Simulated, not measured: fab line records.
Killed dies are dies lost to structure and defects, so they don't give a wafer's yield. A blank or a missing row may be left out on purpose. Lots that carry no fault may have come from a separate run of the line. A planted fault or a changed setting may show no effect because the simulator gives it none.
Matching of chambers -- flow nandHarc -- NHARC_A_STAIRCASE_DESCUM_219 on rieDiel-11: 4 sister chambers
The step chemistry O2, time 3 s. 8 wafers are shown with their chamber, then 7 later ones without.

== WAFERS PAIRED WITH THEIR CHAMBERS ==
wafer,chamber,showerheadPlenumPTorr (Torr),drypumpMotorCurrentA (A)
L075.1,1,1.99,6.2
L074.1,1,1.99,6.2
L077.5,0,1.96,6.0
L079.2,0,1.96,6.0
L079.3,2,1.91,5.9
L079.4,3,1.79,6.5
L080.2,2,1.90,5.8
L080.3,3,1.79,6.5

== WAFERS WITH NO CHAMBER GIVEN ==
wafer,showerheadPlenumPTorr (Torr),drypumpMotorCurrentA (A)
L080.4,1.99,6.2
L088.2,1.79,6.5
L088.4,1.98,6.2
L088.5,1.96,6.0
L094.3,1.78,6.5
L094.4,1.89,5.8
L094.6,1.78,6.5

== CHAMBER TAKEN BY EACH ==
wafer,from the rows above,in truth
L080.4,1,1
L088.2,3,3
L088.4,1,1
L088.5,0,0
L094.3,3,3
L094.4,2,2
L094.6,3,3
Correct placement for 7 of the 7. Left unplaced by these rows: 0. Placed wrongly: 0.
How it was worked out, from the rows above alone: a wafer's distance from a chamber is the root of the sum, over the readings, of the square of ((its reading less the chamber's mean) divided by the reading's scatter). The wafer belongs to the nearest chamber; if the next one is less than 2 further off, it can't be placed. The mean given for a chamber averages the wafers shown for that chamber. The scatter is the square root of a quotient: the sum, over the shown wafers, of each reading's squared deviation from its chamber's mean, divided by wafers minus chambers.
